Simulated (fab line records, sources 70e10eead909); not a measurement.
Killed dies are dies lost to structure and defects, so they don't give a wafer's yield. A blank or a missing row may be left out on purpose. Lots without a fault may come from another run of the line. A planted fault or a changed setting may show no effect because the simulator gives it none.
Which tool did it? | flow nand_harc | 7 lots, 21 wafers sampled, at 1 step of a route of 1159

WHAT THE GAUGES READ, wafer by wafer
NHARC_P_M0_CD_MEAS_16.
lot  | measured     | on        | cd_nm (nm)
L684 | day 6 16:38  | cd_sem-01 | 89.1 91.0 89.5
L685 | day 7 02:58  | cd_sem-02 | 90.5 91.0 90.3
L686 | day 7 08:44  | cd_sem-03 | 88.8 89.6 89.9
L691 | day 9 05:51  | cd_sem-01 | 88.6 89.8 90.2
L696 | day 10 03:07 | cd_sem-01 | 90.2 89.9 91.4
L699 | day 10 10:35 | cd_sem-02 | 89.6 89.7 89.2
L703 | day 11 05:35 | cd_sem-01 | 90.8 90.2 90.9

WHICH TOOL RAN EACH LOT (tool, then ch and the chambers of the sampled wafers, then the start)
The record holds no process step before these readings.

THE ANSWER, worked out from the rows above alone
Rule: what is usual is taken from the lots themselves. Put in order of their means at a reading, lots are off if they are a third of the lots or fewer, leave a main group of 4 or more, and stand apart from it by a gap of 3 or more times the standard deviation of the main group's means; of several such gaps the widest counts. A main group whose means are all the same, to the digits that the tables above print for the reading, isn't used. A lot without any number at a reading at which 4 lots or more have one is off too. The other lots that the step has rows for count as sound.
No lot is off at any reading shown: from this, nothing can be told.

WHAT THE SIMULATOR HAD PUT IN
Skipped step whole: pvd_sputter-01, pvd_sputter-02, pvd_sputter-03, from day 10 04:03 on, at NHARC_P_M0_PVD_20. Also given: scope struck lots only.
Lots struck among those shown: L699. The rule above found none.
